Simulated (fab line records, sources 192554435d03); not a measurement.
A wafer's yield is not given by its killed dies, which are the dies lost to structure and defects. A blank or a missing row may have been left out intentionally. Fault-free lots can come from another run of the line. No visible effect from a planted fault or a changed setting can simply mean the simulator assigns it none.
Struck lot and sound lot, side by side / flow n5_finfet / 15 out of 1938 route steps
Sound: these wafers, L377.1, L377.4, L377.6. Struck: wafer L372.6. (L372.3 of the same lot was not struck and is left out.) The cause comes at the end.
Order at every step that has rows: each side's tool, ch and its chambers, its first start. Under that, the readings that differ: sound wafers / struck wafers / difference of the means / sigmas: that difference in standard deviations of wafers without a fault.
alike: words and numbers the same on both sides, and readings whose means are apart by under 2 such deviations; not compared: readings that were withheld, readings missing a value for some wafer, numbers with overlapping values and no deviation given by the record, and bounds like >300 which may hide the same value.
The two part at a step that has a row with sigmas, a row that says differs or no value, or rows on one side only. Numbers that don't overlap but have no deviation are shown without sigmas and don't part them. Lack of a reading on every wafer of one side parts them only where that side has two or more wafers.

N5_BEOL_M6_OVL_MEAS_29:
  sound on overlay-01 ch 0, day 12 13:19; struck on overlay-01 ch 0, day 11 11:03
  alike: V5_OVL
N5_BEOL_M6_INSPECT_30: inspects for defects (brightfield).
  struck on defect_inspect-02, day 11 11:07; sound on defect_inspect-02, day 12 13:23
  alike: raw_defect_count
N5_BEOL_M6_DESCUM_33: chemistry O2, time 7 s.
  sound on rie_diel-03 ch 1,2, day 12 13:25; struck on rie_diel-01 ch 0, day 11 11:20
reading=drypump_motor_current_A (A); sound=5.2 6.0 5.2; struck=6.5; difference=+1.0; sigmas=+2
  alike: o2_flow_sccm, oes_product_au, rf_vpp_V, showerhead_plenum_p_Torr, throttle_valve_pct
  not compared: rf_hours_counter_h
then, 1 step without rows for these wafers: N5_BEOL_M6_ETCH_72 (etches underlayer in N2/H2, target depth 6.5 nm, time 5.2 s).
N5_BEOL_M6_ETCH_65: etches SiARC in CF4, target depth 15.6 nm, time 26 s.
  sound on rie_diel-03 ch 1,2, day 12 13:28; struck on rie_diel-01 ch 0, day 11 11:23
reading=drypump_motor_current_A (A); sound=5.2 6.0 5.2; struck=6.5; difference=+1.0; sigmas=+2
  alike: etch_rf_on_time_s, oes_product_au, rf_vpp_V, showerhead_plenum_p_Torr, throttle_valve_pct
  not compared: rf_hours_counter_h
N5_BEOL_M6_ETCH_66: etches SOC in N2/H2, target depth 80 nm, overetch 16 nm, time 120 s.
  sound on rie_diel-03 ch 1,2, day 12 13:30; struck on rie_diel-01 ch 0, day 11 11:25
reading=drypump_motor_current_A (A); sound=5.2 6.0 5.2; struck=6.5; difference=+1.0; sigmas=+2
  alike: h2_flow_sccm, n2_flow_sccm, oes_product_au, rf_vpp_V, showerhead_plenum_p_Torr, throttle_valve_pct
  not compared: rf_hours_counter_h
then, 5 steps without rows for these wafers: N5_BEOL_M6_STRIP_69 (strips in N2/H2); N5_BEOL_M6_STRIP_73 (strips in N2/H2); N5_BEOL_M6_VIA_ETCH_34 (etches SiCOH lowk in C4F6/O2, target depth 126.3 nm, time 50.9 s); N5_BEOL_M6_STRIP_76 (strips in C4F6/O2); N5_BEOL_M6_STRIP_36 (strips in N2/H2).
N5_BEOL_M6_TRENCH_ETCH_37: etches SiCOH lowk in C4F6/O2, target depth 94.435 nm, time 31.5 s.
  sound: rie_diel-03 ch 1,2; struck: rie_diel-01 ch 0
reading=drypump_motor_current_A (A); sound=5.2 6.0 5.2; struck=6.5; difference=+1.0; sigmas=+2
  alike: oes_ar_750_au, oes_product_au, rf_vpp_V, showerhead_plenum_p_Torr, throttle_valve_pct
  not compared: rf_hours_counter_h
N5_BEOL_M6_ETCH_41: etches SiCN in CH3F/O2, target depth 29.7 nm, time 52 s.
  sound on rie_diel-03 ch 1,2, day 12 13:43; struck on rie_diel-01 ch 0, day 11 11:38
reading=drypump_motor_current_A (A); sound=5.2 6.0 5.2; struck=6.5; difference=+1.0; sigmas=+2
reading=model.etch.depth_nm (nm); sound=20.11 20.01 20.29; struck=16.34; difference=-3.80; sigmas=
  alike: oes_product_au, rf_vpp_V, showerhead_plenum_p_Torr, throttle_valve_pct
  not compared: rf_hours_counter_h
N5_BEOL_M6_STRIP_80: strips in N2/H2, time 10 s.
  sound: rie_diel-03 ch 1,2; struck: rie_diel-01 ch 0
reading=drypump_motor_current_A (A); sound=5.2 6.0 5.2; struck=6.6; difference=+1.1; sigmas=+2
  alike: h2_flow_sccm, n2_flow_sccm, oes_product_au, rf_vpp_V, showerhead_plenum_p_Torr, throttle_valve_pct
  not compared: rf_hours_counter_h
after that, 1 step had no rows for these wafers: N5_PASSIVATION_PROBE_49.

## WHERE THEY PART
Last at N5_BEOL_M6_STRIP_80 as far as this record goes, first at N5_BEOL_M6_DESCUM_33.

WHY: whatever the simulator had introduced
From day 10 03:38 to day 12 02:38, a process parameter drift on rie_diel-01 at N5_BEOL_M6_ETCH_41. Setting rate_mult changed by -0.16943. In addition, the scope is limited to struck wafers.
